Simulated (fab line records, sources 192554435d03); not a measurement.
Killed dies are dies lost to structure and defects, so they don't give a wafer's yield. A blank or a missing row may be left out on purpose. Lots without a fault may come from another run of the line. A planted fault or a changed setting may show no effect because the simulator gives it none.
Which tool did it? | flow n5_finfet | 10 lots, 30 wafers sampled, at 6 steps of a route of 1938

WHAT THE GAUGES READ, wafer by wafer
N5_FIN_SAQP_CD_MEAS_16: target cd 35.6 nm.
lot  | measured    | on        | cd_nm (nm)
L445 | day 1 21:07 | cd_sem-02 | 35.3 36.0 35.5
L446 | day 2 03:38 | cd_sem-02 | 35.9 34.5 35.4
L447 | day 2 09:50 | cd_sem-02 | 35.5 34.7 35.5
L449 | day 2 22:33 | cd_sem-02 | 35.7 35.5 34.5
L450 | day 3 03:16 | cd_sem-02 | 35.7 35.6 35.4
L452 | day 3 17:34 | cd_sem-03 | 35.8 35.0 35.4
L457 | day 4 21:43 | cd_sem-03 | 35.9 35.7 36.0
L462 | day 6 03:26 | cd_sem-01 | 35.9 35.8 35.9
L465 | day 7 01:58 | cd_sem-03 | 33.2 33.7 33.4
L466 | day 7 04:38 | cd_sem-02 | 32.9 32.9 33.6

N5_BEOL_M4_RC_MEAS_101.
lot  | measured     | on        | DIBL_N (mV/V)  | DIBL_P (mV/V) | IOFF_N (nA/um) | IOFF_P (nA/um) | ION_N (uA/um) | ION_P (uA/um) | SS_N (mV/dec)  | SS_P (mV/dec)  | VT_N (mV)   | VT_P (mV)
L445 | day 10 15:06 | prober-01 | 33.4 32.1 32.3 | 34 32 33      | 0.13 0.12 0.10 | 0.20 0.16 0.17 | 648 659 648   | 455 458 454   | 72.0 70.9 70.4 | 72.2 71.6 71.5 | 254 253 260 | -247 -252 -251
L446 | day 10 12:04 | prober-02 | 34.6 40.1 36.5 | 36 42 38      | 0.13 0.26 0.17 | 0.18 0.29 0.22 | 657 688 667   | 448 468 459   | 70.1 72.2 72.0 | 72.9 74.8 72.7 | 253 242 249 | -255 -245 -251
L447 | day 11 05:18 | prober-02 | 36.0 36.3 36.3 | 34 36 35      | 0.14 0.17 0.15 | 0.20 0.24 0.24 | 676 692 691   | 465 472 474   | 71.2 71.6 71.2 | 72.9 73.4 72.7 | 248 244 249 | -250 -246 -248
L449 | day 12 18:28 | prober-02 | 40.6 38.6 39.5 | 39 38 37      | 0.20 0.19 0.19 | 0.30 0.30 0.26 | 661 674 692   | 466 477 475   | 73.0 71.6 71.4 | 74.1 74.0 73.9 | 248 247 248 | -244 -243 -247
L450 | day 12 09:07 | prober-02 | 34.7 33.9 34.8 | 34 33 35      | 0.13 0.12 0.13 | 0.22 0.19 0.23 | 659 661 674   | 464 461 475   | 71.6 71.3 71.1 | 73.4 72.3 72.6 | 251 253 255 | -247 -251 -246
L452 | day 12 01:53 | prober-02 | 37.1 38.0 34.7 | 39 41 37      | 0.18 0.21 0.14 | 0.24 0.29 0.21 | 674 686 667   | 463 476 463   | 72.0 71.8 70.5 | 74.2 74.3 73.3 | 250 249 252 | -248 -247 -247
L457 | day 13 12:31 | prober-02 | 36.7 35.2 37.4 | 38 37 39      | 0.18 0.16 0.19 | 0.25 0.24 0.26 | 675 693 671   | 469 476 461   | 71.2 70.9 71.9 | 73.2 74.2 74.3 | 246 249 248 | -249 -247 -249
L462 | day 14 14:53 | prober-02 | 36.8 37.6 42.1 | 38 39 43      | 0.15 0.18 0.30 | 0.25 0.29 0.40 | 675 680 712   | 469 478 482   | 71.2 71.5 72.6 | 73.1 73.6 75.5 | 253 247 241 | -245 -245 -240
L465 | day 15 15:13 | prober-02 | 38.0 33.1 35.1 | 38 34 35      | 0.18 0.10 0.13 | 0.25 0.17 0.18 | 675 655 666   | 464 458 455   | 72.1 70.9 71.4 | 73.6 73.0 73.5 | 250 258 253 | -248 -255 -253
L466 | day 17 18:43 | prober-01 | 43.7 38.2 37.7 | 45 38 37      | 0.34 0.18 0.17 | 0.39 0.24 0.23 | 692 696 677   | 472 478 467   | 73.6 71.0 71.5 | 75.9 73.4 74.3 | 243 249 250 | -243 -248 -248

WHICH TOOL RAN EACH LOT (tool, then ch and the chambers of the sampled wafers, then the start)
lot  | N5_PMOS_HMC_CHANNEL_EPI_CMP_21 | N5_FIN_SAQP_PEB_14               | N5_FIN_SAQP_RECESS_75             | N5_FIN_SAQP_MANDREL_ETCH_58
L445 | cmp-01 ch 2,3, day 1 19:08     | litho_track-01 ch 0, day 1 21:03 | vapor_etch-01 ch 0,1, day 1 22:04 | rie_si-02 ch 1,2,3, day 2 00:21
L446 | cmp-04 ch 0,2, day 2 01:26     | litho_track-01 ch 0, day 2 03:34 | vapor_etch-02 ch 0,1, day 2 04:56 | rie_si-02 ch 0,2,3, day 2 06:25
L447 | cmp-04 ch 0,1, day 2 07:37     | litho_track-03 ch 0, day 2 09:47 | vapor_etch-01 ch 0,1, day 2 10:53 | rie_si-01 ch 0,1,2, day 2 12:34
L449 | cmp-01 ch 2,3, day 2 20:22     | litho_track-03 ch 0, day 2 22:29 | vapor_etch-01 ch 1, day 2 23:28   | rie_si-02 ch 1,3, day 3 01:23
L450 | cmp-03 ch 0,1,2, day 3 01:11   | litho_track-03 ch 0, day 3 03:12 | vapor_etch-01 ch 1, day 3 04:20   | rie_si-02 ch 0,1,2, day 3 06:34
L452 | cmp-03 ch 0,2, day 3 15:28     | litho_track-03 ch 0, day 3 17:30 | vapor_etch-02 ch 0,1, day 3 20:26 | rie_si-01 ch 0,1, day 3 23:43
L457 | cmp-04 ch 1,2, day 4 19:26     | litho_track-01 ch 0, day 4 21:39 | vapor_etch-02 ch 0,1, day 4 22:58 | rie_si-01 ch 2,3, day 5 00:20
L462 | cmp-01 ch 0,1,2, day 6 01:19   | litho_track-02 ch 0, day 6 03:22 | vapor_etch-02 ch 0,1, day 6 04:14 | rie_si-02 ch 1,2,3, day 6 06:32
L465 | cmp-01 ch 1,2,3, day 6 23:56   | litho_track-03 ch 0, day 7 01:55 | vapor_etch-01 ch 0,1, day 7 02:54 | rie_si-04 ch 1,2,3, day 7 04:31
L466 | cmp-03 ch 0,2, day 7 01:39     | litho_track-03 ch 0, day 7 04:34 | vapor_etch-02 ch 0,1, day 7 05:27 | rie_si-04 ch 0,1, day 7 07:27
- N5_PMOS_HMC_CHANNEL_EPI_CMP_21: polishes SiGe30, target thk 54 nm.
- N5_FIN_SAQP_PEB_14: peb time 60 s.
- N5_FIN_SAQP_RECESS_75: chemistry HF/NH3, target SiO2, target depth 14.4 nm, afs cycles 3, sublimation time 60 s.
- N5_FIN_SAQP_MANDREL_ETCH_58: etches a-Si in HBr/Cl2, stops on SiNx, target depth 45 nm, bt time 10 s, time 27 s.

WHAT THE TOOLS THEMSELVES READ (means of the sampled wafers that have a number; where no wafer has one, the mark that the record gives instead)
N5_PMOS_HMC_CHANNEL_EPI_CMP_21.
lot  | tool   | motor_current_A (A)
L445 | cmp-01 | 11.7
L446 | cmp-04 | 12.4
L447 | cmp-04 | 12.5
L449 | cmp-01 | 11.7
L450 | cmp-03 | 10.8
L452 | cmp-03 | 11.2
L457 | cmp-04 | 12.1
L462 | cmp-01 | 11.9
L465 | cmp-01 | 12.8
L466 | cmp-03 | 10.4

N5_FIN_SAQP_PEB_14.
lot  | tool           | exhaust_pa (Pa)
L445 | litho_track-01 | 46.6
L446 | litho_track-01 | 44.7
L447 | litho_track-03 | 44.7
L449 | litho_track-03 | 45.5
L450 | litho_track-03 | 44.7
L452 | litho_track-03 | 43.7
L457 | litho_track-01 | 45.0
L462 | litho_track-02 | 45.3
L465 | litho_track-03 | 44.4
L466 | litho_track-03 | 45.0

N5_FIN_SAQP_RECESS_75.
lot  | tool          | drypump_motor_current_A (A)
L445 | vapor_etch-01 | 4.8
L446 | vapor_etch-02 | 5.4
L447 | vapor_etch-01 | 4.9
L449 | vapor_etch-01 | 4.8
L450 | vapor_etch-01 | 4.9
L452 | vapor_etch-02 | 5.7
L457 | vapor_etch-02 | 5.7
L462 | vapor_etch-02 | 5.4
L465 | vapor_etch-01 | 4.9
L466 | vapor_etch-02 | 5.6

N5_FIN_SAQP_MANDREL_ETCH_58.
lot  | tool      | chamber_pressure_mTorr (mTorr) | drypump_motor_current_A (A) | oes_product_au (a.u.) | throttle_valve_pct (%)
L445 | rie_si-02 | 9.997                          | 5.3                         | 0.703                 | 35.3
L446 | rie_si-02 | 10.005                         | 5.3                         | 0.694                 | 35.2
L447 | rie_si-01 | 9.994                          | 5.7                         | 0.698                 | 35.7
L449 | rie_si-02 | 10.001                         | 5.1                         | 0.706                 | 35.2
L450 | rie_si-02 | 9.999                          | 5.7                         | 0.702                 | 35.4
L452 | rie_si-01 | 10.005                         | 5.5                         | 0.699                 | 35.8
L457 | rie_si-01 | 10.000                         | 5.9                         | 0.711                 | 35.1
L462 | rie_si-02 | 9.994                          | 5.3                         | 0.701                 | 35.3
L465 | rie_si-04 | 9.999                          | 5.7                         | 0.701                 | 35.8
L466 | rie_si-04 | 10.000                         | 5.9                         | 0.696                 | 35.9

THE ANSWER, worked out from the rows above alone
Rule: what is usual is taken from the lots themselves. Put in order of their means at a reading, lots are off if they are a third of the lots or fewer, leave a main group of 4 or more, and stand apart from it by a gap of 3 or more times the standard deviation of the main group's means; of several such gaps the widest counts. A main group whose means are all the same, to the digits that the tables above print for the reading, isn't used. A lot without any number at a reading at which 4 lots or more have one is off too. The other lots that the step has rows for count as sound. The gauges are gone through in route order, then the tools' own readings, and for those a lot's mean is taken as printed above. The first step at which some lot is off is used, and at that step the reading that is off furthest; a lot without a number counts as furthest.
Off: L465, L466, at N5_FIN_SAQP_CD_MEAS_16 (cd_nm). The main group: mean 35.5 nm, standard deviation 0.25.
A tool fits if, at a process step before that reading, it ran every lot that is off, and no sound lot after the first of them. The gauges at N5_FIN_SAQP_CD_MEAS_16 are tried like those tools. One fits: litho_track-03 at N5_FIN_SAQP_PEB_14. Its last sound lot is L452 (day 3 17:30), its first lot that is off L465 (day 7 01:55): a fault that began between those two fits.

WHAT THE SIMULATOR HAD PUT IN
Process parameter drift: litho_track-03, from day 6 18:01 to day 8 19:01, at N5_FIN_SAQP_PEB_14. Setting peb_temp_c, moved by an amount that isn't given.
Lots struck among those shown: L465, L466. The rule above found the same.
